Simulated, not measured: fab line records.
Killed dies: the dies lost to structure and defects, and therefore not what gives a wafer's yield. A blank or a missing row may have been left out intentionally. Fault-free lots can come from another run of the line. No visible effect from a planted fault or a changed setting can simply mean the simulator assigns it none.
Chamber matching -- flow nand-harc -- 4 sister chambers for NHARC_A_STAIRCASE_STRIP_476 on rie-diel-01
The step strips in O2, time 20 s. 4 wafers are shown with their chamber, then 9 later ones without.

## WAFERS, EACH WITH ITS CHAMBER
wafer,chamber,drypump-motor-current-A (A)
L090.3,1,5.9
L090.5,0,5.4
L092.4,3,6.1
L092.6,2,5.6

## WAFERS WITHOUT THEIR CHAMBER
wafer,drypump-motor-current-A (A)
L094.4,5.7
L094.5,5.9
L094.6,5.7
L093.1,5.6
L093.3,5.9
L093.4,5.4
L096.1,6.0
L096.2,5.7
L096.4,5.4

## WHICH CHAMBER EACH WENT THROUGH
wafer,from the rows above,in truth
L094.4,can't be placed: 2 or 1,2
L094.5,1,1
L094.6,can't be placed: 2 or 1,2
L093.1,2,2
L093.3,1,1
L093.4,0,0
L096.1,can't be placed: 1 or 3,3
L096.2,can't be placed: 2 or 1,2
L096.4,0,0
Correct placement for 5 of the 9. Not placeable from these rows: 4 (in 4, the candidates include the true chamber). Wrongly placed: 0.
How it was worked out, from the rows above alone: a wafer's distance from a chamber is the root of the sum, over the readings, of the square of ((its reading less the chamber's mean) divided by the reading's scatter). If the next closest chamber is less than 2 further off than the closest, the wafer can't be placed; otherwise it belongs to the closest. The mean given for a chamber averages the wafers shown for that chamber. The scatter (one wafer shown for each chamber): square how far every hidden wafer sits from the nearest shown wafer, average those squares and take the square root.
